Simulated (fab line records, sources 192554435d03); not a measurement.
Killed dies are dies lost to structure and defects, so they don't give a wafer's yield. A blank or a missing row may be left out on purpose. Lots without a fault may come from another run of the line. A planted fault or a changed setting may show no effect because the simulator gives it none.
One fault seen from 3 desks | flow n5_finfet | each desk has only its own numbers; what lay behind them comes last

THE METROLOGY DESK
What the gauges read, lot by lot, whatever tool the lot ran on: means of the sampled wafers that have a number. A lot is out of limits, marked OUT, if its mean lies more than 4 standard deviations from the usual mean; the brackets give that distance.
Columns: A = cd_nm at N5_BEOL_M8_CD_MEAS_11, usual 38.4 nm; B = M8_OVL at N5_BEOL_M8_OVL_MEAS_12, usual 0.2 nm
lot  | first seen here | A    | B
L950 | day 9 17:59     | 38.1 | 0.3
L961 | day 11 22:29    | 37.9 | 0.6
L960 | day 12 01:21    | 38.6 | 0.3
L963 | day 13 01:21    | 38.7 | 0.5
L962 | day 13 16:09    | 38.3 | 0.5
L968 | day 15 08:50    | 38.3 | 0.8
This desk's finding: nothing out of limits on any of the 6 lots.

THE TOOL OWNER'S DESK: rie_metal-01
The tool's own readings at N5_BEOL_M8_HM_OPEN_17 (chemistry Cl2/BCl3, target TiN, target depth 20 nm, overetch 6 nm): means of the sampled wafers that have a number, for each lot that ran on this tool. A lot is out of limits, marked OUT, if its mean lies more than 4 standard deviations from the usual mean; the brackets give that distance.
Columns: A = drypump_motor_current_A at N5_BEOL_M8_HM_OPEN_17, usual 5.4 A; B = oes_product_au at N5_BEOL_M8_HM_OPEN_17, usual 0.66 a.u.; C = throttle_valve_pct at N5_BEOL_M8_HM_OPEN_17, usual 22.25 %
lot  | first seen here | A   | B    | C
L950 | day 9 18:22     | 5.4 | 0.66 | 22.38
L961 | day 11 23:05    | 5.4 | 0.63 | 22.39
L960 | day 12 01:55    | 5.7 | 0.60 | 22.58
This desk's finding: nothing out of limits on any of the 3 lots.

THE DEFECT DESK
What the inspections along the route counted, lot by lot: means of the sampled wafers that have a number. A lot is out of limits, marked OUT, if its mean lies more than 4 standard deviations from the usual mean; the brackets give that distance.
Columns: A = raw_defect_count at N5_BEOL_M8_INSPECT_13, usual 394
lot  | first seen here | A
L950 | day 9 18:03     | 494
L961 | day 11 22:32    | 319
L960 | day 12 01:24    | 416
L963 | day 13 01:24    | 278
L962 | day 13 16:13    | 369
L968 | day 15 08:54    | 370
This desk's finding: nothing out of limits on any of the 6 lots.

PUT TOGETHER
The metrology desk saw nothing out of limits.
The tool owner's desk saw nothing out of limits.
The defect desk saw nothing out of limits.

WHAT THE SIMULATOR HAD PUT IN
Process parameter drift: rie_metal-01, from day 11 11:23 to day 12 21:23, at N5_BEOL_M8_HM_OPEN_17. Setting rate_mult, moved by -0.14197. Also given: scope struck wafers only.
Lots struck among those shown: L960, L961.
